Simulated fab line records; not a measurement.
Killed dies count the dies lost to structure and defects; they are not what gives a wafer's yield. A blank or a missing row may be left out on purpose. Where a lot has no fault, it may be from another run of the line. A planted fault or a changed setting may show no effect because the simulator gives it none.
Split-lot study || flow n5-finfet || on a route of 1938 steps: 7 lots, 21 wafers read

== ABOUT THE SPLIT ==
At N5_BEOL_M6_ETCH_66 (etches SOC in N2/H2, target depth 80 nm, overetch 16 nm, time 120 s), the setting source-w was moved away from the recipe's 840 W on 4 of the 21 wafers read, by -16.8% to -10.0%. All remaining wafers had this setting at the recipe value.

The reading comes from the split's own step.

== THE READING ==
rf-vpp-V, in V, at N5_BEOL_M6_ETCH_66 (etches SOC in N2/H2, target depth 80 nm, overetch 16 nm, time 120 s). On this fab line, fault-free wafers typically give 524.8 V with a standard deviation of 2.3 V.

{"wafer": "L074.1", "tool, chamber at the split": "rie-diel-05, 2", "source-w as run, W": 840, "against the recipe": "recipe", "rf-vpp-V, V": 526.2, "against lot-mates on the recipe": "-"}
{"wafer": "L074.5", "tool, chamber at the split": "rie-diel-05, 1", "source-w as run, W": 756.4, "against the recipe": "-10.0%", "rf-vpp-V, V": 546.1, "against lot-mates on the recipe": "+19.9"}
{"wafer": "L074.6", "tool, chamber at the split": "rie-diel-05, 2", "source-w as run, W": 756.4, "against the recipe": "-10.0%", "rf-vpp-V, V": 544.1, "against lot-mates on the recipe": "+17.9"}
{"wafer": "L075.2", "tool, chamber at the split": "rie-diel-01, 1", "source-w as run, W": 840, "against the recipe": "recipe", "rf-vpp-V, V": 522.7, "against lot-mates on the recipe": "-"}
{"wafer": "L075.5", "tool, chamber at the split": "rie-diel-01, 1", "source-w as run, W": 840, "against the recipe": "recipe", "rf-vpp-V, V": 523.5, "against lot-mates on the recipe": "-"}
{"wafer": "L075.6", "tool, chamber at the split": "rie-diel-01, 0", "source-w as run, W": 840, "against the recipe": "recipe", "rf-vpp-V, V": 523.9, "against lot-mates on the recipe": "-"}
{"wafer": "L076.3", "tool, chamber at the split": "rie-diel-05, 1", "source-w as run, W": 699.3, "against the recipe": "-16.8%", "rf-vpp-V, V": 561.5, "against lot-mates on the recipe": "+33.7"}
{"wafer": "L076.4", "tool, chamber at the split": "rie-diel-05, 3", "source-w as run, W": 840, "against the recipe": "recipe", "rf-vpp-V, V": 527.8, "against lot-mates on the recipe": "-"}
{"wafer": "L076.5", "tool, chamber at the split": "rie-diel-05, 3", "source-w as run, W": 699.3, "against the recipe": "-16.8%", "rf-vpp-V, V": 560.1, "against lot-mates on the recipe": "+32.3"}
{"wafer": "L083.1", "tool, chamber at the split": "rie-diel-05, 3", "source-w as run, W": 840, "against the recipe": "recipe", "rf-vpp-V, V": 528.9, "against lot-mates on the recipe": "-"}
{"wafer": "L083.4", "tool, chamber at the split": "rie-diel-05, 0", "source-w as run, W": 840, "against the recipe": "recipe", "rf-vpp-V, V": 523.3, "against lot-mates on the recipe": "-"}
{"wafer": "L083.5", "tool, chamber at the split": "rie-diel-05, 0", "source-w as run, W": 840, "against the recipe": "recipe", "rf-vpp-V, V": 522.4, "against lot-mates on the recipe": "-"}
{"wafer": "L091.3", "tool, chamber at the split": "rie-diel-01, 3", "source-w as run, W": 840, "against the recipe": "recipe", "rf-vpp-V, V": 526.1, "against lot-mates on the recipe": "-"}
{"wafer": "L091.4", "tool, chamber at the split": "rie-diel-01, 0", "source-w as run, W": 840, "against the recipe": "recipe", "rf-vpp-V, V": 521.8, "against lot-mates on the recipe": "-"}
{"wafer": "L091.5", "tool, chamber at the split": "rie-diel-01, 3", "source-w as run, W": 840, "against the recipe": "recipe", "rf-vpp-V, V": 525.4, "against lot-mates on the recipe": "-"}
{"wafer": "L094.1", "tool, chamber at the split": "rie-diel-06, 2", "source-w as run, W": 840, "against the recipe": "recipe", "rf-vpp-V, V": 526.1, "against lot-mates on the recipe": "-"}
{"wafer": "L094.2", "tool, chamber at the split": "rie-diel-06, 1", "source-w as run, W": 840, "against the recipe": "recipe", "rf-vpp-V, V": 524.4, "against lot-mates on the recipe": "-"}
{"wafer": "L094.3", "tool, chamber at the split": "rie-diel-06, 0", "source-w as run, W": 840, "against the recipe": "recipe", "rf-vpp-V, V": 521.3, "against lot-mates on the recipe": "-"}
{"wafer": "L093.2", "tool, chamber at the split": "rie-diel-06, 1", "source-w as run, W": 840, "against the recipe": "recipe", "rf-vpp-V, V": 521.9, "against lot-mates on the recipe": "-"}
{"wafer": "L093.3", "tool, chamber at the split": "rie-diel-06, 2", "source-w as run, W": 840, "against the recipe": "recipe", "rf-vpp-V, V": 524.3, "against lot-mates on the recipe": "-"}
{"wafer": "L093.4", "tool, chamber at the split": "rie-diel-06, 3", "source-w as run, W": 840, "against the recipe": "recipe", "rf-vpp-V, V": 523.5, "against lot-mates on the recipe": "-"}

FIT RESULTS
A straight line over all 21 wafers: rf-vpp-V changes by -2.16 V for each +1% of source-w; r = -0.99; the points scatter about the line by 2 V.
The same after taking each lot's own level away (the mean of its wafers on the recipe; 21 wafers): -1.95 V for each +1%; r = -0.99; scatter 1.7 V.
That fit puts the effect of the largest move of source-w on the reading at 33 V.
Measured against the standard deviation above, the lots' own levels, which go from 523.23 to 527.80 V, span 2.0 times it.
So the lot-to-lot level changes the slope: the two fits differ.
Check: with one of the wafers moved furthest among these (-16.8%) left out of the fit, the line predicts +32.1 V for it against its lot-mates. It came out at +33.7 V against them.
Tool readings at the split's step, against how far the setting was moved: rf-vpp-V r = -0.99.

== ADDITIONAL SPLITS CARRIED BY THESE WAFERS ==
Other splits were also applied to these wafers ahead of the reading. Each is held against what the fit with the lots' levels taken away leaves over:
{"other split on the same wafers": "N5_BEOL_M2_COAT_68 spin-rpm", "wafers away from the commonest value": 7, "r with rf-vpp-V (lot level and that fit taken away)": "+0.04"}
{"other split on the same wafers": "N5_BEOL_M4_ETCH_64 bias-w", "wafers away from the commonest value": 7, "r with rf-vpp-V (lot level and that fit taken away)": -0.07}
{"other split on the same wafers": "N5_BEOL_M4_COAT_22 spin-rpm", "wafers away from the commonest value": 6, "r with rf-vpp-V (lot level and that fit taken away)": -0.03}
{"other split on the same wafers": "N5_BEOL_M4_DEP_57 time-s", "wafers away from the commonest value": 4, "r with rf-vpp-V (lot level and that fit taken away)": -0.16}
{"other split on the same wafers": "N5_BEOL_M5_VIA_ETCH_34 bias-w", "wafers away from the commonest value": 4, "r with rf-vpp-V (lot level and that fit taken away)": "+0.01"}
{"other split on the same wafers": "N5_BEOL_M5_TRENCH_ETCH_37 bias-w", "wafers away from the commonest value": 5, "r with rf-vpp-V (lot level and that fit taken away)": -0.26}

== THE FILE'S OWN FIT ==
rf-vpp-V changes by -1.95 V for each +1% of source-w, r = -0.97.
